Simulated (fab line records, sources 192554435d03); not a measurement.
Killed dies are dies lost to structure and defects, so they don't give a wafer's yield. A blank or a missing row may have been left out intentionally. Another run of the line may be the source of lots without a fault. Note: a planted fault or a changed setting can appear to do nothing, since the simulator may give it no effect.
Matching of chambers	flow n5 finfet	N5_BEOL_M1_ETCH_74 on rie diel-01 has 4 sister chambers
The step etches underlayer in N2/H2, target depth 6.5 nm, time 5.2 s. 4 wafers are shown with their chamber, then 7 later ones without.

== WAFERS PAIRED WITH THEIR CHAMBERS ==
wafer	chamber	drypump motor current A (A)
L085.3	2	5.6
L085.6	3	5.9
L091.1	0	5.4
L091.3	1	6.5

== WAFERS WITH NO CHAMBER GIVEN ==
wafer	drypump motor current A (A)
L091.6	5.4
L095.1	6.4
L095.3	5.4
L095.5	5.3
L096.1	5.4
L096.2	5.9
L096.3	6.4

== THE CHAMBER EACH PASSED THROUGH ==
wafer	from the rows above	in truth
L091.6	0	0
L095.1	1	1
L095.3	0	0
L095.5	0	0
L096.1	0	0
L096.2	3	3
L096.3	1	1
Placed correctly: 7 of 7. From these rows, 0 cannot be placed. Placed wrongly: 0.
How it was worked out, from the rows above alone: a wafer's distance from a chamber is the root of the sum, over the readings, of the square of ((its reading less the chamber's mean) divided by the reading's scatter). If the next closest chamber is less than 2 further off than the closest, the wafer can't be placed; otherwise it belongs to the closest. The mean given for a chamber averages the wafers shown for that chamber. The scatter (one wafer shown for each chamber): square how far every hidden wafer sits from the nearest shown wafer, average those squares and take the square root.
